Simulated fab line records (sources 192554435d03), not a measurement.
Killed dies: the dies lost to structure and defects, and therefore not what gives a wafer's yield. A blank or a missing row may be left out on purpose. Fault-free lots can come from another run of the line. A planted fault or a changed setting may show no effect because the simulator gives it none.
Which tool is to blame? ; flow n5Finfet ; 11 lots with 33 wafers sampled at 2 steps, on a route of 1938 steps

## WHAT THE GAUGES SHOWED, per wafer
N5_ZERO_LAYER_CD_MEAS_11: target cd 2000 nm.
lot;measured;on;cdNm (nm)
L199;day 2 00:38;cdSem-02;1998.6 2001.8 2001.6
L200;day 2 06:38;cdSem-03;1998.9 1998.0 1998.4
L202;day 2 18:47;cdSem-01;1999.4 1997.1 1997.6
L205;day 3 13:10;cdSem-02;2000.5 1995.7 1996.7
L206;day 3 19:59;cdSem-03;1999.6 2000.8 1999.3
L207;day 4 00:38;cdSem-01;2002.0 2004.4 2000.7
L208;day 4 06:48;cdSem-02;2003.1 2001.8 1999.5
L216;day 6 06:38;cdSem-02;2000.2 2000.3 2000.3
L217;day 6 12:46;cdSem-03;1998.5 1999.1 1998.3
L218;day 6 18:46;cdSem-03;1997.5 1993.7 1996.4
L220;day 7 06:47;cdSem-03;2000.7 1999.6 1999.4

N5_WELL_APT_OVL_MEAS_09.
lot;measured;on;NWELL_OVL (nm)
L199;day 2 01:35;overlay-02;4 -2 9
L200;day 2 08:00;overlay-01;9 7 13
L202;day 2 20:04;overlay-02;0 -1 2
L205;day 3 14:14;overlay-02;7 -2 3
L206;day 3 20:57;overlay-02;3 8 2
L207;day 4 01:43;overlay-01;0 2 -1
L208;day 4 07:59;overlay-02;2 15 2
L216;day 6 07:55;overlay-01;3 3 0
L217;day 6 13:43;overlay-02;2 4 -10
L218;day 6 19:45;overlay-02;4 0 1
L220;day 7 07:44;overlay-01;8 1 0

## WHAT TOOL EACH LOT RAN ON (gives the tool, then ch and the chambers of the sampled wafers, and finally the start)
Record: no process step prior to these readings.

## AS READ BY THE TOOLS THEMSELVES (means over the sampled wafers that have a number; for cases with no such wafer, the mark the record gives instead)
The record holds no such reading with a usual standard deviation.

## THE ANSWER, worked out from the rows above alone
Rule: usual is defined by the lots themselves. Put in order of their means at a reading, lots are off if they are a third of the lots or fewer, leave a main group of 4 or more, and stand apart from it by a gap of 3 or more times the standard deviation of the main group's means; of several such gaps the widest counts. A main group whose means are all the same, to the digits that the tables above print for the reading, isn't used. Also off: a lot with no number at a reading for which 4 or more lots have one. Where the step has rows for the other lots, those lots are counted as sound. After the gauges, taken in route order, come the tools' own readings; for these a lot's mean is taken, as printed above. At the first step where some lot is off, the reading lying furthest off is the one used; lots without a number count as furthest.
None of the lots is off at any reading shown; this tells nothing.

## WHAT THE SIMULATOR HAD INSERTED
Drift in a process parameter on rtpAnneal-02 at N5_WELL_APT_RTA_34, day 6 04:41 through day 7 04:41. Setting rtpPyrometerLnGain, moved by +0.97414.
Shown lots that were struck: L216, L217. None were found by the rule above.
